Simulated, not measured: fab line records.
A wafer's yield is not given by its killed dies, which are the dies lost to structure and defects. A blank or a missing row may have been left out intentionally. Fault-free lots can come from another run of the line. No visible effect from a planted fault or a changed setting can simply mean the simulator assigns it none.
Chamber matching ; flow n5Finfet ; N5_BEOL_M9_PECVD_70 on pecvd-04: 3 sister chambers
The step deposits SiO2 from TEOS/O2, target thk 20 nm, time 22.7 s. 16 wafers are shown with their chamber, then 8 later ones without.

## WAFERS PAIRED WITH THEIR CHAMBERS
wafer;chamber;throttleValvePct (%);showerheadPlenumPTorr (Torr);heaterPowerW (W)
L077.2;2;22.3;8.82;603
L077.3;0;21.0;8.73;581
L077.6;1;22.3;8.83;703
L076.4;0;21.1;8.71;689
L076.5;2;22.1;8.80;544
L076.6;1;22.3;8.86;711
L078.1;0;21.1;8.75;632
L078.5;2;22.2;8.82;576
L078.6;0;21.2;8.73;628
L082.3;2;22.6;8.78;539
L082.5;0;21.3;8.74;687
L082.6;1;22.1;8.83;728
L083.2;0;20.8;8.72;578
L083.3;1;22.4;8.84;594
L083.5;1;22.5;8.84;612
L088.4;0;21.0;8.73;619

SIGNATURES, as means of the wafers listed above
reading;chamber 0;chamber 1;chamber 2;scatter within a chamber
throttleValvePct;21.071;22.320;22.300;0.171
showerheadPlenumPTorr;8.7300;8.8400;8.8050;0.0144
heaterPowerW;630.57;669.60;565.50;48
Rule: a wafer lies at a distance from a chamber equal to the root of the sum of squares, over the readings, of (its reading less the chamber's mean, divided by the reading's scatter). If the next closest chamber is less than 2 further off than the closest, the wafer can't be placed; otherwise it belongs to the closest. How the scatter is found: for the shown wafers, subtract from each reading the mean of its chamber, square and add these, divide the total by (wafers less chambers), then take the root.

## WAFERS MISSING THEIR CHAMBER
wafer;throttleValvePct (%);showerheadPlenumPTorr (Torr);heaterPowerW (W)
L088.5;22.3;8.80;599
L088.6;22.0;8.82;608
L089.1;22.6;8.77;605
L089.3;20.9;8.73;702
L089.5;21.9;8.83;617
L095.2;22.6;8.82;563
L095.5;22.5;8.84;700
L095.6;22.4;8.81;559

## THE CHAMBER EACH PASSED THROUGH
wafer;from the rows above;in truth
L088.5;2;2
L088.6;can't be placed: 2 or 1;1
L089.1;2;2
L089.3;0;0
L089.5;can't be placed: 1 or 2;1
L095.2;can't be placed: 2 or 1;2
L095.5;1;1
L095.6;2;2
Correctly placed: 5 of 8. Can't be placed from these rows: 3 (the true chamber is among the candidates in 3). Number placed wrongly: 0.
